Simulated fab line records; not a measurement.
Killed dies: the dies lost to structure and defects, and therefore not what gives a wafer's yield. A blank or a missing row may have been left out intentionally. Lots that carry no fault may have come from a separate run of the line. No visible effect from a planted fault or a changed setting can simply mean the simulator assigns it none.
Split-lot experiment | flow n5Finfet | 21 wafers read from 7 lots, route of 1938 steps

## THE SPLIT
At N5_SD_EPI_N_ETCH_45 (etches SiOCN in CH3F/O2, target depth 6 nm), the setting targetDepthA was moved away from the recipe's 60 angstrom on 9 of the 21 wafers read, by -6.0% to +11.6%. All remaining wafers had this setting at the recipe value.

The reading comes from the split's own step.

## THE READING
etch.depthNm (the simulator's own value, which no gauge read), in nm, at N5_SD_EPI_N_ETCH_45 (etches SiOCN in CH3F/O2, target depth 6 nm). The file gives no usual value for it. Across the 12 wafers here that went through the recipe, the average is 5.959 nm and the standard deviation 0.066 nm.

wafer  | tool, chamber at the split | targetDepthA as run, angstrom | against the recipe | etch.depthNm, nm | against lot-mates on the recipe
L074.1 | rieDiel-01, 0              | 62.08                         | +3.5%              | 6.093            | +0.187
L074.3 | rieDiel-01, 1              | 62.08                         | +3.5%              | 6.121            | +0.215
L074.4 | rieDiel-01, 0              | 60                            | recipe             | 5.906            | -
L076.1 | rieDiel-03, 2              | 56.39                         | -6.0%              | 5.704            | -0.185
L076.3 | rieDiel-03, 3              | 56.39                         | -6.0%              | 5.573            | -0.316
L076.6 | rieDiel-03, 0              | 60                            | recipe             | 5.889            | -
L077.1 | rieDiel-03, 2              | 60                            | recipe             | 6.074            | -
L077.4 | rieDiel-03, 3              | 60                            | recipe             | 5.999            | -
L077.5 | rieDiel-03, 0              | 60                            | recipe             | 5.927            | -
L086.1 | rieDiel-02, 3              | 60                            | recipe             | 5.945            | -
L086.5 | rieDiel-02, 3              | 65.8                          | +9.7%              | 6.598            | +0.653
L086.6 | rieDiel-02, 1              | 65.8                          | +9.7%              | 6.576            | +0.631
L088.1 | rieDiel-01, 3              | 66.93                         | +11.6%             | 6.767            | +0.900
L088.3 | rieDiel-01, 1              | 66.93                         | +11.6%             | 6.79             | +0.923
L088.6 | rieDiel-01, 0              | 60                            | recipe             | 5.867            | -
L094.1 | rieDiel-03, 3              | 60                            | recipe             | 5.885            | -
L094.4 | rieDiel-03, 2              | 60                            | recipe             | 6.001            | -
L094.5 | rieDiel-03, 1              | 60                            | recipe             | 6.061            | -
L096.1 | rieDiel-02, 3              | 64.06                         | +6.8%              | 6.362            | +0.385
L096.3 | rieDiel-02, 1              | 60                            | recipe             | 5.944            | -
L096.6 | rieDiel-02, 1              | 60                            | recipe             | 6.011            | -

FIT RESULTS
A straight line over all 21 wafers: etch.depthNm changes by +0.0645 nm for each +1% of targetDepthA; r = +0.98; the points scatter about the line by 0.071 nm.
The same after taking each lot's own level away (the mean of its wafers on the recipe; 21 wafers): +0.0663 nm for each +1%; r = +0.97; scatter 0.08 nm.
Per that fit: largest targetDepthA move, reading shift of 0.77 nm.
Across the lots, their own levels run from 5.8670 to 6.0000 nm, a range of 2.0 times the standard deviation given above.
Consequently the slope shifts little with the lot-to-lot level, the two slopes agreeing.
Check: for one of the wafers moved furthest among these (+11.6%), held out of the fit, the line's prediction against its lot-mates is +0.755 nm. Against them it came out at +0.9 nm.

## FURTHER SPLITS ON THESE WAFERS
Note: prior to the reading, these wafers also went through further splits. Each is held against what the fit with the lots' levels taken away leaves over:
other split on the same wafers      | wafers away from the commonest value | r with etch.depthNm (lot level and that fit taken away)
N5_WELL_APT_COAT_02 spinRpm         | 5                                    | -0.09
N5_WELL_APT_EXPOSE_22 doseMj        | 10                                   | -0.35
N5_WELL_APT_DEVELOP_24 developTimeS | 8                                    | -0.08
N5_FIN_CUT_COAT_18 spinRpm          | 10                                   | +0.12
N5_FIN_CUT_COAT_19 spinRpm          | 5                                    | +0.04
N5_DUMMY_GATE_EXPOSE_12 doseMj      | 6                                    | -0.23
N5_DUMMY_GATE_ETCH_37 sourceW       | 7                                    | -0.03

## FILE'S OWN FIT
etch.depthNm changes by +0.0671 nm for each +1% of targetDepthA, r = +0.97.
